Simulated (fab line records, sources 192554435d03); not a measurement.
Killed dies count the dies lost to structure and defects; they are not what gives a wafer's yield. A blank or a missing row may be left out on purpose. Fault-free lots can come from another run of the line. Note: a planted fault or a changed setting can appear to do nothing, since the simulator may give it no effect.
Which tool is to blame? -- flow n5 finfet -- 13 lots, 38 wafers sampled, at 4 steps of a route of 1938

WHAT THE GAUGES SHOWED, per wafer
N5_SD_EPI_N_CD_MEAS_09: target cd 120 nm.
lot,measured,on,cd nm (nm)
L811,day 3 01:10,cd sem-01,120.8 121.3 120.4
L813,day 3 13:14,cd sem-01,120.4 119.3 119.7
L814,day 3 20:44,cd sem-01,119.3 120.4 119.4
L816,day 4 06:46,cd sem-03,120.4 120.2 120.6
L820,day 5 08:18,cd sem-02,119.8 118.9 119.7
L824,day 6 07:59,cd sem-01,118.8 119.7 119.1
L826,day 6 18:20,cd sem-02,119.7 119.1 119.9
L827,day 7 00:19,cd sem-02,120.2 119.4 120.9
L828,day 7 07:20,cd sem-01,120.7 120.2 120.1
L831,day 8 02:43,cd sem-01,120.0 119.7 119.4
L832,day 8 06:47,cd sem-01,120.1 121.5 120.2
L833,day 8 12:04,cd sem-01,119.8 120.3
L834,day 8 21:32,cd sem-01,118.9 119.6 120.1

N5_SD_EPI_N_OVL_MEAS_10.
lot,measured,on,SD_N_BLK_OVL (nm)
L811,day 3 01:11,overlay-01,-0.1 1.1 0.2
L813,day 3 13:16,overlay-01,-1.3 -0.9 -0.6
L814,day 3 20:46,overlay-02,0.1 1.1 0.0
L816,day 4 06:48,overlay-02,1.2 0.5 2.4
L820,day 5 08:20,overlay-01,-0.3 -0.8 -1.1
L824,day 6 08:01,overlay-01,-0.3 -0.3 -0.7
L826,day 6 18:22,overlay-02,0.6 2.6 2.0
L827,day 7 00:20,overlay-02,-0.8 0.2 -0.2
L828,day 7 07:22,overlay-01,0.1 0.1 -0.7
L831,day 8 02:45,overlay-02,0.4 -0.3 0.1
L832,day 8 06:49,overlay-01,0.5 -0.8 0.1
L833,day 8 12:05,overlay-01,2.0 1.3
L834,day 8 21:34,overlay-01,0.1 -1.6 -1.6

WHAT TOOL EACH LOT RAN ON (gives the tool, then ch and the chambers of the sampled wafers, and finally the start)
lot,N5_SPACER0_ALD_07,N5_SPACER0_ALD_00
L811,"ald sin-01 ch 1,2,3, day 3 00:12","ald sin-01 ch 1,2,3, day 3 00:21"
L813,"ald sin-03 ch 0,1,3, day 3 12:23","ald sin-03 ch 0,1,3, day 3 12:32"
L814,"ald sin-03 ch 1,2,3, day 3 19:46","ald sin-03 ch 1,2,3, day 3 19:55"
L816,"ald sin-03 ch 1,2,3, day 4 05:48","ald sin-03 ch 1,2,3, day 4 05:57"
L820,"ald sin-03 ch 2,3, day 5 07:20","ald sin-03 ch 2,3, day 5 07:29"
L824,"ald sin-01 ch 0,1, day 6 07:01","ald sin-01 ch 0,1, day 6 07:10"
L826,"ald sin-01 ch 0,1,3, day 6 17:22","ald sin-01 ch 0,1,3, day 6 17:32"
L827,"ald sin-02 ch 1,2,3, day 6 23:28","ald sin-02 ch 1,2,3, day 6 23:37"
L828,"ald sin-01 ch 1,2, day 7 06:30","ald sin-01 ch 1,2, day 7 06:40"
L831,"ald sin-02 ch 1,2,3, day 8 01:45","ald sin-02 ch 1,2,3, day 8 01:54"
L832,"ald sin-02 ch 0,1,3, day 8 05:57","ald sin-02 ch 0,1,3, day 8 06:06"
L833,"ald sin-03 ch 0,2, day 8 11:13","ald sin-03 ch 0,2, day 8 11:22"
L834,"ald sin-02 ch 1,2, day 8 20:34","ald sin-02 ch 1,2, day 8 20:44"
- N5_SPACER0_ALD_07: deposits SiNx, target thk 2 nm.
- N5_SPACER0_ALD_00: deposits SiOCN, target thk 3.5 nm, pulse time 3 s, purge time 2 s.

WHAT THE TOOLS THEMSELVES READ (means of the sampled wafers that have a number; where no wafer has one, the mark that the record gives instead)
N5_SPACER0_ALD_07.
lot,tool,heater power outer w (W),heater power w (W)
L811,ald sin-01,524,813
L813,ald sin-03,520,782
L814,ald sin-03,523,810
L816,ald sin-03,520,812
L820,ald sin-03,522,816
L824,ald sin-01,499,832
L826,ald sin-01,535,846
L827,ald sin-02,549,944
L828,ald sin-01,468,763
L831,ald sin-02,541,919
L832,ald sin-02,565,936
L833,ald sin-03,592,930
L834,ald sin-02,460,870

N5_SPACER0_ALD_00.
lot,tool,heater power outer w (W),heater power w (W),precursor pulse height rel
L811,ald sin-01,526,826,0.998
L813,ald sin-03,523,801,0.998
L814,ald sin-03,525,811,0.982
L816,ald sin-03,526,818,1.002
L820,ald sin-03,511,813,0.992
L824,ald sin-01,491,830,0.998
L826,ald sin-01,537,856,1.013
L827,ald sin-02,550,942,0.998
L828,ald sin-01,463,764,1.008
L831,ald sin-02,550,941,1.005
L832,ald sin-02,574,935,0.999
L833,ald sin-03,614,932,1.014
L834,ald sin-02,462,870,1.003

THE ANSWER, worked out from the rows above alone
Rule: the usual values come from the lots themselves. Put in order of their means at a reading, lots are off if they are a third of the lots or fewer, leave a main group of 4 or more, and stand apart from it by a gap of 3 or more times the standard deviation of the main group's means; of several such gaps the widest counts. A main group is skipped when, at the precision printed for the reading in the tables above, its means are all equal. Also off: a lot with no number at a reading for which 4 or more lots have one. Where the step has rows for the other lots, those lots are counted as sound. Order of review: gauges by route order, followed by the tools' own readings, for which a lot's mean as printed above is used. The first step at which some lot is off is used, and at that step the reading that is off furthest; a lot without a number counts as furthest.
No lot is off at any reading shown: from this, nothing can be told.

WHAT THE SIMULATOR PUT IN
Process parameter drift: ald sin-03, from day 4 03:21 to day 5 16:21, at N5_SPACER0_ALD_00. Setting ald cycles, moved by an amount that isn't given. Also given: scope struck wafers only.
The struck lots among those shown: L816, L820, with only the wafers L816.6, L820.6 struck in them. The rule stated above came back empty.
